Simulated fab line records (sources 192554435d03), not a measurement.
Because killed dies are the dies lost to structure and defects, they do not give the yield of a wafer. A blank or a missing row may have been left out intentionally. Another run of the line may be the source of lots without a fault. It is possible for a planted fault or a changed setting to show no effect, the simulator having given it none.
Matching of chambers || flow n5Finfet || N5_BEOL_M4_CO_CAP_55 on cvdCo-01: 3 sister chambers
The step material Co, precursor CCTBA/H2, target thk 2 nm, time 102.1 s. 6 wafers are shown with their chamber, then 7 later ones without.

## EACH WAFER AND ITS CHAMBER
{"wafer": "L368.3", "chamber": 1, "heaterPowerW (W)": 264, "chamberPressureTorr (Torr)": 29.91}
{"wafer": "L370.2", "chamber": 2, "heaterPowerW (W)": 183, "chamberPressureTorr (Torr)": 29.99}
{"wafer": "L370.3", "chamber": 0, "heaterPowerW (W)": 263, "chamberPressureTorr (Torr)": 30.04}
{"wafer": "L370.5", "chamber": 2, "heaterPowerW (W)": 184, "chamberPressureTorr (Torr)": 30.09}
{"wafer": "L384.2", "chamber": 1, "heaterPowerW (W)": 264, "chamberPressureTorr (Torr)": 29.98}
{"wafer": "L384.3", "chamber": 0, "heaterPowerW (W)": 256, "chamberPressureTorr (Torr)": 29.99}

## WAFERS WITHOUT THEIR CHAMBER
{"wafer": "L384.4", "heaterPowerW (W)": 250, "chamberPressureTorr (Torr)": 29.98}
{"wafer": "L385.2", "heaterPowerW (W)": 189, "chamberPressureTorr (Torr)": 30.01}
{"wafer": "L385.4", "heaterPowerW (W)": 261, "chamberPressureTorr (Torr)": 30.02}
{"wafer": "L385.6", "heaterPowerW (W)": 184, "chamberPressureTorr (Torr)": 29.92}
{"wafer": "L386.3", "heaterPowerW (W)": 259, "chamberPressureTorr (Torr)": 29.88}
{"wafer": "L386.5", "heaterPowerW (W)": 261, "chamberPressureTorr (Torr)": 29.98}
{"wafer": "L386.6", "heaterPowerW (W)": 186, "chamberPressureTorr (Torr)": 29.95}

## WHICH CHAMBER EACH ONE RAN IN
{"wafer": "L384.4", "from the rows above": "can't be placed: 0 or 1", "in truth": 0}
{"wafer": "L385.2", "from the rows above": 2, "in truth": 2}
{"wafer": "L385.4", "from the rows above": "can't be placed: 0 or 1", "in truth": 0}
{"wafer": "L385.6", "from the rows above": 2, "in truth": 2}
{"wafer": "L386.3", "from the rows above": "can't be placed: 1 or 0", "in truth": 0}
{"wafer": "L386.5", "from the rows above": "can't be placed: 0 or 1", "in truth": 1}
{"wafer": "L386.6", "from the rows above": 2, "in truth": 2}
Placed correctly: 3 of 7. Cannot be placed on the basis of these rows: 4; the candidates contain the true chamber in 4. Number placed wrongly: 0.
How it was worked out, from the rows above alone: a wafer's distance from a chamber is the root of the sum, over the readings, of the square of ((its reading less the chamber's mean) divided by the reading's scatter). The wafer belongs to the nearest chamber; if the next one is less than 2 further off, it can't be placed. For every chamber, the mean is computed from those of its wafers that are shown. The scatter: take each reading less its chamber's mean, square it, sum over the shown wafers, divide by the number of wafers less the number of chambers, and take the root.
